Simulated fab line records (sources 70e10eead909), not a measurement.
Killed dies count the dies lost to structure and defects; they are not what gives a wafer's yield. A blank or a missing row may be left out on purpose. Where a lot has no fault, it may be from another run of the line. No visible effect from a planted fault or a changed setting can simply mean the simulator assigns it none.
Matching of chambers -- flow nandHarc -- NHARC_A_STAIRCASE_ETCHBACK_157 on rieDiel-12 has 4 sister chambers
The step etches the open film in CH3F/O2, target depth 90 nm, time 167.14 s. 4 wafers are shown with their chamber, then 8 later ones without.

EACH WAFER AND ITS CHAMBER
wafer,chamber,showerheadPlenumPTorr (Torr)
L079.3,2,2.57
L080.4,0,2.51
L080.5,3,2.50
L086.2,1,2.36

WAFERS MISSING THEIR CHAMBER
wafer,showerheadPlenumPTorr (Torr)
L086.3,2.49
L086.5,2.49
L090.4,2.56
L090.5,2.50
L090.6,2.49
L092.4,2.35
L092.5,2.49
L092.6,2.50

WHICH CHAMBER EACH ONE RAN IN
wafer,from the rows above,in truth
L086.3,can't be placed: 3 or 0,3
L086.5,can't be placed: 3 or 0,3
L090.4,2,2
L090.5,can't be placed: 3 or 0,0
L090.6,can't be placed: 3 or 0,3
L092.4,1,1
L092.5,can't be placed: 3 or 0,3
L092.6,can't be placed: 3 or 0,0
2 of 8 placed correctly. Can't be placed from these rows: 6 (the true chamber is among the candidates in 6). 0 placed wrongly.
How it was worked out, from the rows above alone: a wafer's distance from a chamber is the root of the sum, over the readings, of the square of ((its reading less the chamber's mean) divided by the reading's scatter). The wafer belongs to the nearest chamber; if the next one is less than 2 further off, it can't be placed. The mean given for a chamber averages the wafers shown for that chamber. The scatter: root of mean squared gap, hidden wafer to nearest shown wafer, with one shown wafer a chamber.
